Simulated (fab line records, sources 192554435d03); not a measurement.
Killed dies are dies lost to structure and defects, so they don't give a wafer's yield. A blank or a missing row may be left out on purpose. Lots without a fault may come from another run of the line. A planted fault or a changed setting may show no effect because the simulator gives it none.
A struck lot beside a sound one | flow n5_finfet | 15 steps out of a route of 1938
Sound: wafers L421.1, L421.2, L421.5. Struck: wafers L430.3, L430.5, L430.6. The cause comes at the end.
At each step with rows: each side's tool, then ch and its chambers, then its first start. Under that, the readings that differ: sound wafers | struck wafers | difference of the means | sigmas: that difference in standard deviations of wafers without a fault.
alike: readings whose means differ by less than 2 such deviations, and words and numbers that are the same on both sides. not compared: withheld readings, readings that some wafer has no value for, bounds like >300 that may hide the same value, and numbers for which the record gives no deviation and whose values overlap.
The two part at a step that has a row with sigmas, a row that says differs or no value, or rows on one side only. Numbers that don't overlap but have no deviation are shown without sigmas and don't part them. A reading that every wafer of one side lacks parts them only if that side has two wafers or more.

first, 4 steps without rows for these wafers: N5_SD_EPI_N_WET_ETCH_43 (etches SiO2 in dHF, time 14 s, target depth 1.5 nm); N5_SD_EPI_N_STRIP_18 (strips in SPM, time 750 s); N5_SD_EPI_N_SRD_20 (time 30 s); N5_SD_EPI_N_PRECLEAN_48 (cleans in NF3:NH3, afs cycles 2, time 20 s, sublimation time 60 s).
N5_SD_EPI_N_VAPOR_ETCH_50: etches Si in HCl, time 54 s.
  sound on epi_rpcvd-04 ch 0, day 5 00:03; struck on epi_rpcvd-03 ch 0, day 7 03:12
  alike: susceptor_temp_C, throttle_valve_pct
then, 1 step without rows for these wafers: N5_SD_EPI_N_EPI_21 (deposits Si:P, time 690 s).
N5_SD_EPI_N_EPI_MEAS_23:
  sound on film_metro-01, day 5 01:57; struck on film_metro-01, day 7 05:03
  alike: thk_nm
then, 3 steps without rows for these wafers: N5_SD_EPI_N_PRECLEAN_24 (cleans in O3/DIW, time 60 s); N5_SD_EPI_N_SRD_25 (time 30 s); N5_SD_EPI_N_PRECLEAN_49 (cleans in NF3:NH3, afs cycles 1, time 20 s, sublimation time 60 s).
N5_SD_EPI_N_LINER_46: material SiNx, target thk 3 nm.
  sound on ald_sin-03 ch 0,3, day 5 03:31; struck on ald_sin-04 ch 0,2,3, day 7 05:22
  alike: heater_power_w, susceptor_temp_C
N5_SD_EPI_N_INSPECT_26: inspects for defects (darkfield).
  sound on defect_inspect-01, day 5 03:46; struck on defect_inspect-01, day 7 05:37
  alike: raw_defect_count
N5_SD_EPI_P_COAT_34: time 60 s, resist thk 350 nm.
  sound on litho_track-03 ch 0, day 5 03:48; struck on litho_track-03 ch 0, day 7 05:38
  reading                  | sound                | struck               | difference | sigmas
  heater_power_total_W (W) | 501.1 497.6 499.4    | 492.7 495.5 494.2    | -5.2       | -3
  plate_temp_C (C)         | 249.97 249.96 249.87 | 247.19 247.44 247.47 | -2.57      | -14
then, 1 step without rows for these wafers: N5_SD_EPI_P_COAT_35 (time 60 s, resist thk 35 nm).
-- the record jumps here: 10 days lie between the struck wafers' starts before and after (it left off in module SD_EPI_P and takes up again in module PASSIVATION, whose first step shown is number 1936 of the route) --
N5_PASSIVATION_PROBE_49:
  the record has rows for the struck wafers here (prober-02, day 17 10:15) and none for the sound ones

WHERE THEY PART
First at N5_SD_EPI_P_COAT_34; last, within this record, at N5_PASSIVATION_PROBE_49.

WHY: what the simulator had put in
Process parameter drift: litho_track-03, from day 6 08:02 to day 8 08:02, at N5_SD_EPI_P_COAT_34. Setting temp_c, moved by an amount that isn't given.
